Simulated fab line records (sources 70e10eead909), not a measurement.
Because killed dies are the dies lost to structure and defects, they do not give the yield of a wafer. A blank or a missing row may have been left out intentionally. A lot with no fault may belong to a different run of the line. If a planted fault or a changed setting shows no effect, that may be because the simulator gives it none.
Matching of chambers -- flow nand_harc -- 4 sister chambers for NHARC_A_CONTACT_ETCH_92 on rie_diel-08
The step etches the open film in CH3F/O2, target depth 40 nm, time 85.7 s. 18 wafers are shown with their chamber, then 9 later ones without.

## WAFERS, EACH WITH ITS CHAMBER
wafer,chamber,drypump_motor_current_A (A),showerhead_plenum_p_Torr (Torr),rf_vpp_V (V)
L500.2,3,5.2,2.33,243.5
L500.3,0,5.6,2.47,245.3
L500.5,3,5.2,2.33,243.3
L501.2,2,6.0,2.44,243.7
L501.3,3,5.2,2.33,242.1
L501.4,0,5.6,2.47,244.2
L502.4,0,5.6,2.47,244.2
L502.5,1,6.5,2.38,241.6
L502.6,2,6.1,2.44,244.4
L505.1,3,5.2,2.33,243.2
L505.3,0,5.6,2.47,243.5
L505.6,0,5.6,2.47,244.7
L507.2,1,6.6,2.38,242.1
L507.4,0,5.6,2.47,244.6
L507.5,2,6.1,2.43,244.9
L509.1,3,5.2,2.32,242.4
L509.5,1,6.6,2.37,244.6
L509.6,2,6.1,2.43,245.0

SIGNATURES, as means of the wafers listed above
reading,chamber 0,chamber 1,chamber 2,chamber 3,scatter within a chamber
drypump_motor_current_A,5.600,6.567,6.075,5.200,0.0318
showerhead_plenum_p_Torr,2.4700,2.3767,2.4350,2.3280,0.0042
rf_vpp_V,244.417,242.767,244.500,242.900,0.826
Rule: a wafer's distance from a chamber is the root of the sum, over the readings, of the square of ((its reading less the chamber's mean) divided by the reading's scatter). If the next closest chamber is less than 2 further off than the closest, the wafer can't be placed; otherwise it belongs to the closest. The scatter: take each reading less its chamber's mean, square it, sum over the shown wafers, divide by the number of wafers less the number of chambers, and take the root.

## WAFERS WITH NO CHAMBER GIVEN
wafer,drypump_motor_current_A (A),showerhead_plenum_p_Torr (Torr),rf_vpp_V (V)
L506.2,6.5,2.37,244.7
L506.3,5.6,2.46,243.2
L506.4,5.2,2.32,242.1
L519.1,5.6,2.46,245.0
L519.4,5.2,2.32,241.5
L519.6,5.2,2.32,242.1
L521.1,5.6,2.46,243.3
L521.2,5.2,2.32,242.6
L521.4,6.1,2.43,243.9

## EACH ONE'S CHAMBER
wafer,from the rows above,in truth
L506.2,1,1
L506.3,0,0
L506.4,3,3
L519.1,0,0
L519.4,3,3
L519.6,3,3
L521.1,0,0
L521.2,3,3
L521.4,2,2
Correctly placed: 9 of 9. Left unplaced by these rows: 0. 0 placed wrongly.
